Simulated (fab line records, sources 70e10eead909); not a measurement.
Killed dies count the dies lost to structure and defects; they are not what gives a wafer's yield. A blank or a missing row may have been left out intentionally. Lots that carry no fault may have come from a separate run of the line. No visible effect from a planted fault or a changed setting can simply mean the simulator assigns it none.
Which tool is to blame? / flow nand-harc / 12 lots, 36 wafers sampled, at 3 steps of a route of 1302

WHAT EACH GAUGE READ, for each wafer
NHARC_A_SGD_CUT_OVL_MEAS_10.
lot=L074; measured=day 19 22:05; on=overlay-01; overlay-x-nm (nm)=-0.8 -1.6 -0.9
lot=L077; measured=day 20 11:13; on=overlay-02; overlay-x-nm (nm)=0.8 0.9 0.6
lot=L078; measured=day 20 21:38; on=overlay-02; overlay-x-nm (nm)=0.7 0.1 0.4
lot=L081; measured=day 21 16:33; on=overlay-02; overlay-x-nm (nm)=-1.1 -0.6 -0.6
lot=L084; measured=day 23 06:31; on=overlay-02; overlay-x-nm (nm)=-0.3 0.1 0.3
lot=L085; measured=day 23 17:19; on=overlay-02; overlay-x-nm (nm)=1.0 1.4 1.0
lot=L087; measured=day 24 08:32; on=overlay-02; overlay-x-nm (nm)=-0.9 -0.8 -0.8
lot=L089; measured=day 25 09:12; on=overlay-02; overlay-x-nm (nm)=0.3 0.4 0.1
lot=L092; measured=day 26 13:17; on=overlay-02; overlay-x-nm (nm)=-0.9 -1.1 -0.8
lot=L093; measured=day 27 09:33; on=overlay-01; overlay-x-nm (nm)=-0.3 0.1 0.9
lot=L094; measured=day 27 13:11; on=overlay-01; overlay-x-nm (nm)=-0.3 -0.2 -0.6
lot=L097; measured=day 28 06:29; on=overlay-01; overlay-x-nm (nm)=-0.3 0.0 -0.2

WHAT TOOL EACH LOT RAN ON (gives the tool, then ch and the chambers of the sampled wafers, and finally the start)
lot=L074; NHARC_A_STAIRCASE_ETCH_444=rie-diel-06 ch 0,2,3, day 19 14:14; NHARC_A_STAIRCASE_STRIP_475=rie-diel-06 ch 0,1,2, day 19 22:05 or earlier
lot=L077; NHARC_A_STAIRCASE_ETCH_444=rie-diel-06 ch 1,2,3, day 20 03:18; NHARC_A_STAIRCASE_STRIP_475=rie-diel-11 ch 0,1,2, day 20 11:13 or earlier
lot=L078; NHARC_A_STAIRCASE_ETCH_444=rie-diel-11 ch 0,1, day 20 14:15; NHARC_A_STAIRCASE_STRIP_475=rie-diel-01 ch 1,2,3, day 20 21:38 or earlier
lot=L081; NHARC_A_STAIRCASE_ETCH_444=rie-diel-01 ch 0,2,3, day 21 09:35; NHARC_A_STAIRCASE_STRIP_475=rie-diel-01 ch 0,1,3, day 21 16:33 or earlier
lot=L084; NHARC_A_STAIRCASE_ETCH_444=rie-diel-06 ch 0,1,3, day 22 22:30; NHARC_A_STAIRCASE_STRIP_475=rie-diel-11 ch 0,1,2, day 23 06:31 or earlier
lot=L085; NHARC_A_STAIRCASE_ETCH_444=rie-diel-06 ch 0,1,3, day 23 09:39; NHARC_A_STAIRCASE_STRIP_475=rie-diel-01 ch 0,1,2, day 23 17:19 or earlier
lot=L087; NHARC_A_STAIRCASE_ETCH_444=rie-diel-06 ch 1,2, day 24 01:01; NHARC_A_STAIRCASE_STRIP_475=rie-diel-01 ch 1,2,3, day 24 08:32 or earlier
lot=L089; NHARC_A_STAIRCASE_ETCH_444=rie-diel-01 ch 0,2,3, day 25 02:42; NHARC_A_STAIRCASE_STRIP_475=rie-diel-01 ch 0,2,3, day 25 09:12 or earlier
lot=L092; NHARC_A_STAIRCASE_ETCH_444=rie-diel-11 ch 0,1,3, day 26 05:29; NHARC_A_STAIRCASE_STRIP_475=rie-diel-06 ch 1,3, day 26 13:17 or earlier
lot=L093; NHARC_A_STAIRCASE_ETCH_444=rie-diel-06 ch 1,3, day 27 00:41; NHARC_A_STAIRCASE_STRIP_475=rie-diel-01 ch 0,2,3, day 27 09:33 or earlier
lot=L094; NHARC_A_STAIRCASE_ETCH_444=rie-diel-06 ch 0,1,2, day 27 05:07; NHARC_A_STAIRCASE_STRIP_475=rie-diel-06 ch 0,1,3, day 27 13:11 or earlier
lot=L097; NHARC_A_STAIRCASE_ETCH_444=rie-diel-06 ch 1,2,3, day 27 22:37; NHARC_A_STAIRCASE_STRIP_475=rie-diel-11 ch 0,1,3, day 28 06:29 or earlier
- NHARC_A_STAIRCASE_ETCH_444: etches the open film in C4F8/O2, target depth 20400 nm, time 6800 s.
- NHARC_A_STAIRCASE_STRIP_475: strips in O2, time 20 s.

THE ANSWER, worked out from the rows above alone
Rule: usual is defined by the lots themselves. Put in order of their means at a reading, lots are off if they are a third of the lots or fewer, leave a main group of 4 or more, and stand apart from it by a gap of 3 or more times the standard deviation of the main group's means; of several such gaps the widest counts. The tables above print the reading to a certain number of digits; a main group whose means all agree to those digits is not used. A lot without any number at a reading at which 4 lots or more have one is off too. Any other lot the step has rows for is counted as sound.
No lot is off on any of the readings shown, so nothing can be concluded from this.

WHAT HAD BEEN PUT IN BY THE SIMULATOR
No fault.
